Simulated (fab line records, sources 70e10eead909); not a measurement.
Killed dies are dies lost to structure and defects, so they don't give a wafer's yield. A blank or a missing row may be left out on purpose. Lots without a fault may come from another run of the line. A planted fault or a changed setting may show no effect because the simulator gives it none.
Chamber matching | flow nand_harc | NHARC_A_CHANNEL_FILL_D2_ALD_02 on ald_hk-01: 4 sister chambers
The step deposits SiO2, target thk 6 nm, pulse time 10 s, ald cycles 60. 8 wafers are shown with their chamber, then 9 later ones without.

WAFERS WITH THEIR CHAMBER
wafer  | chamber | heater_power_w (W) | precursor_pulse_height_rel
L078.2 | 3       | 393                | 0.994
L078.6 | 2       | 428                | 1.005
L083.1 | 0       | 400                | 0.959
L083.3 | 2       | 427                | 1.023
L083.4 | 1       | 469                | 1.009
L085.1 | 3       | 403                | 0.978
L085.5 | 0       | 398                | 0.990
L085.6 | 1       | 472                | 0.993

WAFERS WITHOUT THEIR CHAMBER
wafer  | heater_power_w (W) | precursor_pulse_height_rel
L087.1 | 426                | 0.985
L087.3 | 392                | 0.975
L087.6 | 436                | 1.005
L094.2 | 501                | 1.006
L094.4 | 436                | 0.993
L094.6 | 489                | 0.991
L095.2 | 380                | 1.014
L095.3 | 427                | 0.979
L095.5 | 445                | 0.984

WHICH CHAMBER EACH WENT THROUGH
wafer  | from the rows above     | in truth
L087.1 | 2                       | 2
L087.3 | can't be placed: 3 or 0 | 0
L087.6 | 2                       | 2
L094.2 | 1                       | 1
L094.4 | 2                       | 2
L094.6 | 1                       | 1
L095.2 | can't be placed: 3 or 0 | 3
L095.3 | 2                       | 2
L095.5 | can't be placed: 2 or 1 | 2
Placed correctly: 6 of 9. Can't be placed from these rows: 3 (the true chamber is among the candidates in 3). Placed wrongly: 0.
How it was worked out, from the rows above alone: a wafer's distance from a chamber is the root of the sum, over the readings, of the square of ((its reading less the chamber's mean) divided by the reading's scatter). The wafer belongs to the nearest chamber; if the next one is less than 2 further off, it can't be placed. A chamber's mean is the mean of its shown wafers. The scatter: the root of (the sum of the squares of (reading less its chamber's mean) over the shown wafers, divided by (wafers less chambers)).
